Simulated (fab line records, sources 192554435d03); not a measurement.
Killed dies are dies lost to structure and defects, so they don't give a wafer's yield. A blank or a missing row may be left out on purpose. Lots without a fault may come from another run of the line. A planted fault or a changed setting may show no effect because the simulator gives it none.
fab line records | flow n5_finfet | part 1 of 2: steps 1 to 3 of 6
record lots=19 wafers=57 last_day=19
route steps=1938 shown BEOL_M6@1231 BEOL_M7@1266
lots that met no fault: from a run of the same line without faults
start_h: hours from the record's first day to the start of the lot's first wafer shown | wait_h: hours since the lot's step before | " the same as in the row above | L1.1+2: a row that stands for several wafers | - no value, or no start given | * or withheld: withheld | < > ~ a bound
route shown NAME@n: a module of which the file shows steps, and the number in the route of the first | usual: mean/standard deviation of fault-free wafers | same: alike in all rows | chamber/n: place in a boat | sites: the reading at each site | _std_site: their standard deviation | _edge_site: outer sites' mean less inner sites' | radius_mm: how far each site lies from the wafer's centre | mask NAME#n: copy n | behind: the tool/chamber that last shaped the wafer | hold: why the lot was held/for how many hours/how that ended | device: the transistor (n, p or np) that didn't switch | end of line: the same wafers' tests at the end of the route | a step without rows: its recipe alone | killed: dies lost to structure and defects at the first sort, not the wafer's yield | map: a wafer's dies, x killed, . not, _ none there
set.NAME: the setting as run; set.NAME@STEP: as run at that earlier step | model.NAME: the simulator's own value behind a step, which no gauge read
steps of the route over a sample of lots; a table a step, a row a wafer
services: from which hour (start_h, from the record's first day; less than 0 if before it) a tool's chamber was out of use, for how many hours, and why
## steps
# step N5_BEOL_M6_ETCH_72
# recipe chemistry=N2/H2 target=underlayer target_depth_a=65 mask_material=CAR-EUV time_s=5.2 ion_energy_ev=200 pressure_mtorr=30 source_w=840 bias_w=150 n2_flow_sccm=200 h2_flow_sccm=200 ends=cleared
# usual bias_w=149.9/0.49 drypump_motor_current_A=5.8/0.39 etch_rf_on_time_s=5.23/0.12 oes_product_au=0.67/0.084 rf_fwd_power_W=819.4/2.3 rf_vpp_V=524.4/2.9 showerhead_plenum_p_Torr=2.57/0.1 throttle_valve_pct=17.83/0.23
# columns lot.wafer tool chamber start_h wait_h bias_w drypump_motor_current_A etch_rf_on_time_s oes_product_au rf_fwd_power_W rf_hours_counter_h rf_vpp_V showerhead_plenum_p_Torr throttle_valve_pct
L074.1 rie_diel-05 1 185.00 0.0 150.7 5.5 5.48 0.57 820.2 231 522.3 2.49 17.94
L074.2 " 3 " " 149.4 6.1 5.20 0.61 824.3 204 520.9 2.41 17.80
L074.3 " 0 " " 149.5 6.1 5.17 0.59 822.8 238 519.8 2.40 17.83
L075.1 rie_diel-03 2 190.59 0.0 150.2 5.2 5.14 0.58 817.9 257 519.8 2.49 18.05
L075.2 " 1 " " 149.2 6.1 5.27 0.56 819.2 288 523.2 2.50 17.87
L075.5 " 2 " " 150.8 5.2 5.13 0.57 818.6 - 523.8 2.49 18.06
L076.1 rie_diel-01 1 195.68 0.0 150.3 6.1 5.02 0.76 819.2 44 526.6 2.59 17.66
L076.2 " 2 " " 149.8 5.6 5.18 0.75 819.0 50 524.7 2.59 17.69
L076.5 " 1 " " 150.1 6.1 5.03 0.75 817.9 - 523.1 2.59 17.65
L079.2 rie_diel-05 0 212.49 0.0 150.0 6.1 5.13 0.59 822.2 248 518.1 2.39 17.84
L079.3 " 1 " " 149.6 5.5 5.45 0.56 820.5 241 521.8 2.49 17.95
L079.6 " 2 " " 150.4 6.1 5.27 0.63 820.6 - 526.2 2.63 18.03
L081.2 rie_diel-05 2 225.89 0.0 148.8 6.1 5.31 0.61 817.8 190 526.5 2.63 18.03
L081.5 " 3 " " 150.3 6.1 5.14 0.60 822.6 - 520.8 2.40 17.83
L081.6 " 2 " " 149.6 6.1 5.20 0.62 816.6 - 526.5 2.63 18.05
L082.1 rie_diel-03 1 226.11 0.0 149.6 6.1 5.24 0.81 819.5 9 522.4 2.50 17.33
L082.2 " 0 " " 149.5 6.2 5.29 0.58 819.4 225 527.1 2.62 18.08
L082.5 " 0 " " 149.3 6.2 5.30 0.57 819.1 - 525.0 2.62 18.07
L085.2 rie_diel-01 2 235.18 0.0 149.8 5.5 5.25 0.74 819.1 63 525.5 2.58 17.71
L085.4 " 3 " " 150.8 5.7 5.27 0.74 820.4 30 526.4 2.71 18.10
L085.5 " 1 " " 149.9 6.1 5.11 0.73 817.4 - 523.6 2.58 17.65
L084.4 rie_diel-05 2 237.24 0.0 150.4 6.1 5.25 0.61 817.3 196 526.7 2.63 18.03
L084.5 " 3 " " 150.0 6.1 5.15 0.59 816.3 - 520.1 2.40 17.82
L084.6 " 2 " " 150.6 6.1 5.20 0.61 818.6 - 525.3 2.63 18.05
L086.1 rie_diel-01 1 264.32 0.0 149.6 6.1 5.07 0.72 822.5 67 523.9 2.58 17.68
L086.2 " 0 " " 150.5 5.1 5.35 0.65 817.2 131 524.9 2.65 17.80
L086.6 " 0 " " 150.1 5.2 5.32 0.64 821.0 - 526.6 2.65 17.80
L087.4 rie_diel-01 3 269.01 0.0 150.2 5.7 5.26 0.74 818.9 42 529.0 2.70 18.15
L087.5 " 3 " " 149.6 5.7 5.26 0.74 817.8 - 527.9 2.70 18.14
L087.6 " 2 " " 149.7 5.6 5.18 0.72 818.0 - 524.2 2.58 17.74
L089.1 rie_diel-05 0 269.01 0.0 150.5 6.1 5.03 0.79 820.5 15 530.0 2.70 17.44
L089.5 " 2 " " 150.0 6.1 5.23 0.60 820.8 - 526.1 2.62 18.08
L089.6 " 3 " " 151.1 6.1 5.23 0.59 818.3 - 520.8 2.39 17.85
L088.1 rie_diel-03 0 281.39 0.0 149.2 6.2 5.29 0.58 820.9 243 525.8 2.61 18.13
L088.3 " 1 " " 149.6 6.1 5.29 0.77 820.1 27 523.2 2.49 17.36
L088.5 " 3 " " 149.6 5.2 5.35 0.57 818.6 - 522.8 2.39 18.05
L091.2 rie_diel-01 0 284.75 0.0 150.0 5.1 5.39 0.64 821.2 136 526.0 2.65 17.80
L091.3 " 2 " " 150.7 5.5 5.27 0.70 819.8 79 524.7 2.58 17.75
L091.4 " 3 " " 149.6 5.7 5.32 0.72 818.4 46 528.1 2.70 18.15
L090.1 rie_diel-05 0 305.77 0.0 149.7 6.1 5.02 0.75 824.1 28 529.5 2.70 17.49
L090.2 " 1 " " 150.3 5.5 5.12 0.77 821.3 14 522.2 2.47 17.52
L090.5 " 1 " " 150.4 5.5 5.10 0.78 819.4 - 522.7 2.47 17.51
L093.3 rie_diel-01 1 334.55 0.0 149.7 6.1 5.03 0.70 821.6 91 524.9 2.57 17.73
L093.5 " 2 " " 149.3 5.6 5.30 0.68 819.7 - 524.8 2.57 17.76
L093.6 " 1 " " 149.4 6.1 5.10 0.70 819.3 - 523.2 2.57 17.71
L096.2 rie_diel-05 1 335.09 0.0 150.8 5.5 5.14 0.76 817.6 23 523.5 2.47 17.52
L096.5 " 0 " " 150.2 6.1 5.00 0.75 818.5 - 527.2 2.69 17.47
L096.6 " 3 " " 150.3 6.1 5.01 0.86 816.7 - 529.8 2.71 17.45
L094.1 rie_diel-03 3 335.11 0.0 150.3 5.2 5.51 0.55 818.9 249 517.8 2.39 18.11
L094.4 " 0 " " 150.0 6.2 5.16 0.84 820.9 0 525.1 2.61 17.64
L094.5 " 0 " " 149.9 6.2 5.22 0.84 822.4 - 526.0 2.61 17.66
L097.1 rie_diel-01 0 350.89 0.0 150.2 5.2 5.35 0.62 819.7 158 525.0 2.64 17.88
L097.3 " 3 " " 150.2 5.7 5.28 0.70 819.5 67 528.6 2.69 18.18
L097.6 " 1 " " 150.2 6.1 5.08 0.69 815.9 - 524.5 2.57 17.73
L095.2 rie_diel-05 0 363.04 0.0 149.4 6.1 5.16 0.72 816.6 49 528.7 2.69 17.48
L095.3 " 1 " " 149.7 5.5 5.28 0.73 813.4 31 518.7 2.47 17.53
L095.6 " 0 " " 149.3 6.1 5.08 0.72 817.6 - 526.9 2.69 17.48
# step N5_BEOL_M6_ETCH_65
# recipe chemistry=CF4 target=SiARC target_depth_a=156 mask_material=CAR-EUV time_s=26 ion_energy_ev=80 pressure_mtorr=40 source_w=545 bias_w=36 Ar_flow_sccm=100 cf4_flow_sccm=100 ends=cleared
# usual bias_w=35.99/0.1 drypump_motor_current_A=5.8/0.39 etch_rf_on_time_s=26.3/0.63 oes_product_au=0.67/0.084 rf_fwd_power_W=531.8/1.9 rf_vpp_V=184.4/1.3 showerhead_plenum_p_Torr=2.16/0.079 throttle_valve_pct=15.63/0.28
# columns lot.wafer tool chamber start_h wait_h bias_w drypump_motor_current_A etch_rf_on_time_s oes_product_au rf_fwd_power_W rf_hours_counter_h rf_vpp_V showerhead_plenum_p_Torr throttle_valve_pct
L074.1 rie_diel-05 1 185.02 0.0 36.07 5.5 27.5 0.57 529.9 231 183.0 2.11 15.86
L074.2 " 3 " " 35.99 6.1 26.0 0.62 532.2 204 181.9 2.04 15.67
L074.3 " 0 " " 35.89 6.1 25.8 0.60 532.3 238 181.8 2.03 15.60
L075.1 rie_diel-03 2 190.61 0.0 36.01 5.2 25.8 0.58 532.6 257 183.2 2.11 15.96
L075.2 " 1 " " 36.12 6.1 26.3 0.57 529.6 288 182.6 2.11 15.61
L075.5 " 2 " " 35.82 5.2 26.0 0.57 531.4 - 182.3 2.11 15.95
L076.1 rie_diel-01 1 195.70 0.0 35.94 6.1 25.4 0.75 530.5 44 184.6 2.17 15.29
L076.2 " 2 " " 35.89 5.5 26.6 0.74 530.0 50 184.7 2.17 15.40
L076.5 " 1 " " 35.77 6.1 25.6 0.76 532.5 - 184.2 2.17 15.29
L079.2 rie_diel-05 0 212.51 0.0 36.07 6.1 25.8 0.59 531.3 248 182.4 2.03 15.62
L079.3 " 1 " " 35.89 5.5 27.7 0.56 530.3 241 182.6 2.11 15.89
L079.6 " 2 " " 36.03 6.1 26.7 0.62 529.0 - 183.9 2.21 15.81
L081.2 rie_diel-05 2 225.90 0.0 35.75 6.1 26.8 0.61 532.4 190 184.7 2.21 15.84
L081.5 " 3 " " 35.93 6.1 25.9 0.61 530.6 - 182.6 2.03 15.68
L081.6 " 2 " " 35.90 6.2 26.8 0.61 534.5 - 183.5 2.21 15.82
L082.1 rie_diel-03 1 226.12 0.0 35.99 6.1 26.2 0.82 533.2 9 183.1 2.11 15.03
L082.2 " 0 " " 36.02 6.2 26.7 0.58 531.1 225 185.6 2.21 15.92
L082.5 " 0 " " 36.15 6.2 26.6 0.57 531.5 - 185.0 2.21 15.94
L085.2 rie_diel-01 2 235.20 0.0 36.03 5.5 26.5 0.72 533.3 63 185.9 2.17 15.42
L085.4 " 3 " " 35.96 5.7 26.3 0.75 536.8 30 185.2 2.29 15.91
L085.5 " 1 " " 35.85 6.1 25.7 0.73 529.3 - 183.3 2.17 15.32
L084.4 rie_diel-05 2 237.26 0.0 35.93 6.1 26.4 0.62 532.1 196 183.6 2.20 15.84
L084.5 " 3 " " 36.05 6.1 25.6 0.61 530.8 - 182.1 2.03 15.69
L084.6 " 2 " " 35.86 6.1 26.4 0.61 534.5 - 185.5 2.20 15.85
L086.1 rie_diel-01 1 264.34 0.0 35.91 6.1 25.3 0.73 530.0 67 184.8 2.16 15.33
L086.2 " 0 " " 36.16 5.2 26.6 0.64 532.9 131 186.2 2.23 15.66
L086.6 " 0 " " 36.11 5.2 26.6 0.64 532.7 - 186.5 2.23 15.65
L087.4 rie_diel-01 3 269.02 0.0 36.05 5.7 26.7 0.73 535.4 42 184.8 2.28 15.92
L087.5 " 3 " " 36.07 5.7 26.6 0.73 533.1 - 184.0 2.28 15.92
L087.6 " 2 " " 36.12 5.5 26.7 0.70 533.1 - 183.9 2.16 15.44
L089.1 rie_diel-05 0 269.03 0.0 35.86 6.1 25.3 0.78 527.7 15 186.4 2.27 15.16
L089.5 " 2 " " 36.01 6.1 26.5 0.60 530.6 - 187.1 2.20 15.88
L089.6 " 3 " " 36.01 6.1 26.1 0.59 533.7 - 181.7 2.03 15.73
L088.1 rie_diel-03 0 281.41 0.0 36.08 6.2 26.9 0.56 530.3 243 186.2 2.20 15.98
L088.3 " 1 " " 36.08 6.1 26.3 0.78 530.5 27 185.2 2.10 15.06
L088.5 " 3 " " 35.88 5.1 27.0 0.58 536.6 - 182.9 2.03 16.02
L091.2 rie_diel-01 0 284.77 0.0 35.89 5.2 26.6 0.64 530.7 136 185.0 2.23 15.66
L091.3 " 2 " " 36.03 5.6 25.8 0.71 534.3 79 186.0 2.16 15.44
L091.4 " 3 " " 36.25 5.7 25.9 0.73 532.5 46 186.0 2.28 15.93
L090.1 rie_diel-05 0 305.79 0.0 36.11 6.1 25.1 0.76 531.9 28 186.9 2.27 15.20
L090.2 " 1 " " 35.95 5.5 25.8 0.77 532.4 14 183.7 2.10 15.42
L090.5 " 1 " " 36.16 5.5 26.0 0.76 533.1 - 183.8 2.10 15.41
L093.3 rie_diel-01 1 334.57 0.0 35.96 6.1 25.6 0.70 535.4 91 184.0 2.15 15.38
L093.5 " 2 " " 36.14 5.5 26.4 0.69 532.6 - 183.5 2.15 15.47
L093.6 " 1 " " 36.08 6.1 25.7 0.69 536.0 - 185.0 2.15 15.39
L096.2 rie_diel-05 1 335.11 0.0 36.19 5.5 25.9 0.75 532.3 23 182.3 2.10 15.44
L096.5 " 0 " " 35.93 6.1 24.9 0.75 530.9 - 186.3 2.26 15.21
L096.6 " 3 " " 35.95 6.1 25.0 0.85 529.4 - 186.4 2.27 15.28
L094.1 rie_diel-03 3 335.12 0.0 35.84 5.1 27.0 0.57 527.8 249 182.7 2.03 16.05
L094.4 " 0 " " 35.96 6.2 25.9 0.83 530.2 0 184.9 2.20 15.47
L094.5 " 0 " " 36.01 6.2 25.6 0.84 530.3 - 184.6 2.20 15.46
L097.1 rie_diel-01 0 350.91 0.0 35.97 5.1 27.0 0.62 531.9 158 185.2 2.22 15.69
L097.3 " 3 " " 35.98 5.7 25.9 0.70 529.7 67 184.9 2.27 15.98
L097.6 " 1 " " 36.03 6.1 25.7 0.69 532.1 - 184.0 2.15 15.40
L095.2 rie_diel-05 0 363.06 0.0 35.88 6.1 25.3 0.74 527.0 49 185.2 2.26 15.23
L095.3 " 1 " " 35.98 5.5 25.9 0.74 533.1 31 181.9 2.10 15.45
L095.6 " 0 " " 35.85 6.1 25.2 0.74 532.4 - 185.9 2.26 15.23
# step N5_BEOL_M6_TRENCH_ETCH_37
# recipe chemistry=C4F6/O2 target_depth_a=944.35 target=SiCOH_lowk time_s=31.5 ion_energy_ev=250 pressure_mtorr=30 source_w=345 bias_w=185 Ar_flow_sccm=300 C4F6_flow_sccm=10 O2_flow_sccm=10
# usual bias_w=185.0/0.54 drypump_motor_current_A=5.8/0.39 oes_product_au=0.79/0.097 rf_fwd_power_W=340.0/1.5 rf_vpp_V=666/14 showerhead_plenum_p_Torr=2.87/0.11 throttle_valve_pct=20.92/0.26
# same time_s=31.5
# columns lot.wafer tool chamber start_h wait_h bias_w drypump_motor_current_A oes_product_au rf_fwd_power_W rf_hours_counter_h rf_vpp_V showerhead_plenum_p_Torr throttle_valve_pct
L074.1 rie_diel-05 1 - - 184.7 5.5 0.67 340.4 231 652 2.80 21.05
L074.2 " 3 " " 185.0 6.1 0.73 339.4 204 642 2.69 20.80
L074.3 " 0 " " 184.4 6.1 0.69 339.4 238 642 2.70 20.86
L075.1 rie_diel-03 2 - - 184.3 5.2 0.69 339.7 257 661 2.82 21.36
L075.2 " 1 " " 184.9 6.1 0.67 340.9 288 659 2.79 20.78
L075.5 " 2 " " 185.2 5.2 0.68 337.7 - 662 2.82 21.34
L076.1 rie_diel-01 1 - - 185.6 6.1 0.88 340.1 45 684 2.91 20.75
L076.2 " 2 " " 185.4 5.5 0.87 342.7 50 680 2.88 20.69
L076.5 " 1 " " 186.5 6.1 0.88 339.1 - 684 2.91 20.75
L079.2 rie_diel-05 0 - - 184.6 6.1 0.68 339.2 248 644 2.70 20.88
L079.3 " 1 " " 184.3 5.5 0.66 338.1 241 652 2.79 21.05
L079.6 " 2 " " 185.9 6.1 0.73 338.3 - 682 2.94 21.14
L081.2 rie_diel-05 2 - - 185.1 6.1 0.72 337.2 190 681 2.94 21.15
L081.5 " 3 " " 185.7 6.1 0.71 340.1 - 641 2.69 20.80
L081.6 " 2 " " 185.7 6.1 0.72 339.1 - 680 2.94 21.18
L082.1 rie_diel-03 1 - - 185.6 6.1 0.96 341.0 9 660 2.79 20.30
L082.2 " 0 " " 184.4 6.2 0.67 339.9 225 674 2.93 21.15
L082.5 " 0 " " 184.5 6.2 0.67 341.1 - 672 2.93 21.15
L085.2 rie_diel-01 2 - - 185.0 5.5 0.86 339.5 63 681 2.87 20.70
L085.4 " 3 " " 184.5 5.7 0.88 342.2 30 657 3.03 21.27
L085.5 " 1 " " 184.7 6.1 0.87 340.1 - 682 2.90 20.76
L084.4 rie_diel-05 2 - - 184.5 6.1 0.72 338.9 196 679 2.94 21.15
L084.5 " 3 " " 185.2 6.1 0.70 341.5 - 642 2.68 20.82
L084.6 " 2 " " 184.9 6.1 0.72 338.3 - 681 2.94 21.16
L086.1 rie_diel-01 1 - - 185.6 6.1 0.85 338.4 67 683 2.89 20.78
L086.2 " 0 " " 184.9 5.2 0.76 338.9 131 675 2.96 20.88
L086.6 " 0 " " 185.0 5.1 0.76 339.1 - 674 2.96 20.88
L087.4 rie_diel-01 3 - - 184.2 5.7 0.86 341.7 42 656 3.02 21.29
L087.5 " 3 " " 184.3 5.7 0.86 342.5 - 654 3.02 21.30
L087.6 " 2 " " 184.7 5.5 0.84 341.5 - 680 2.87 20.73
L089.1 rie_diel-05 0 - - 184.4 6.1 0.92 337.7 15 654 3.03 20.53
L089.5 " 2 " " 185.4 6.1 0.71 339.4 - 681 2.93 21.19
L089.6 " 3 " " 184.5 6.1 0.70 340.3 - 643 2.68 20.84
L088.1 rie_diel-03 0 - - 185.0 6.2 0.67 339.9 243 673 2.92 21.19
L088.3 " 1 " " 185.5 6.1 0.91 340.6 27 657 2.78 20.34
L088.5 " 3 " " 184.3 5.2 0.68 340.9 - 665 2.69 21.22
L091.2 rie_diel-01 0 - - 186.1 5.1 0.75 339.8 136 675 2.95 20.89
L091.3 " 2 " " 185.3 5.5 0.84 342.3 79 681 2.87 20.75
L091.4 " 3 " " 184.6 5.7 0.85 341.2 46 656 3.02 21.28
L090.1 rie_diel-05 0 - - 184.5 6.1 0.89 340.2 28 654 3.02 20.56
L090.2 " 1 " " 185.2 5.5 0.91 339.8 14 650 2.78 20.70
L090.5 " 1 " " 185.5 5.5 0.91 338.7 - 650 2.78 20.68
L093.3 rie_diel-01 1 - - 185.2 6.1 0.82 337.6 91 684 2.88 20.81
L093.5 " 2 " " 185.2 5.5 0.82 343.6 - 680 2.86 20.76
L093.6 " 1 " " 185.9 6.1 0.82 337.4 - 684 2.88 20.81
L096.2 rie_diel-05 1 - - 186.0 5.5 0.88 338.9 23 651 2.78 20.69
L096.5 " 0 " " 185.2 6.1 0.88 340.8 - 655 3.01 20.58
L096.6 " 3 " " 185.0 6.1 0.99 341.2 - 653 3.01 20.53
L094.1 rie_diel-03 3 - - 184.6 5.1 0.66 342.4 249 666 2.68 21.24
L094.4 " 0 " " 184.2 6.2 0.97 338.4 0 672 2.91 20.78
L094.5 " 0 " " 184.8 6.2 0.98 339.4 - 672 2.91 20.78
L097.1 rie_diel-01 0 - - 185.7 5.1 0.74 338.9 158 675 2.94 20.94
L097.3 " 3 " " 185.1 5.7 0.84 341.0 67 656 3.01 21.33
L097.6 " 1 " " 185.4 6.1 0.81 338.4 - 683 2.88 20.82
L095.2 rie_diel-05 0 - - 185.2 6.1 0.85 339.3 50 653 3.01 20.58
L095.3 " 1 " " 184.3 5.5 0.87 340.2 32 651 2.77 20.72
L095.6 " 0 " " 185.2 6.1 0.85 340.8 - 654 3.01 20.59
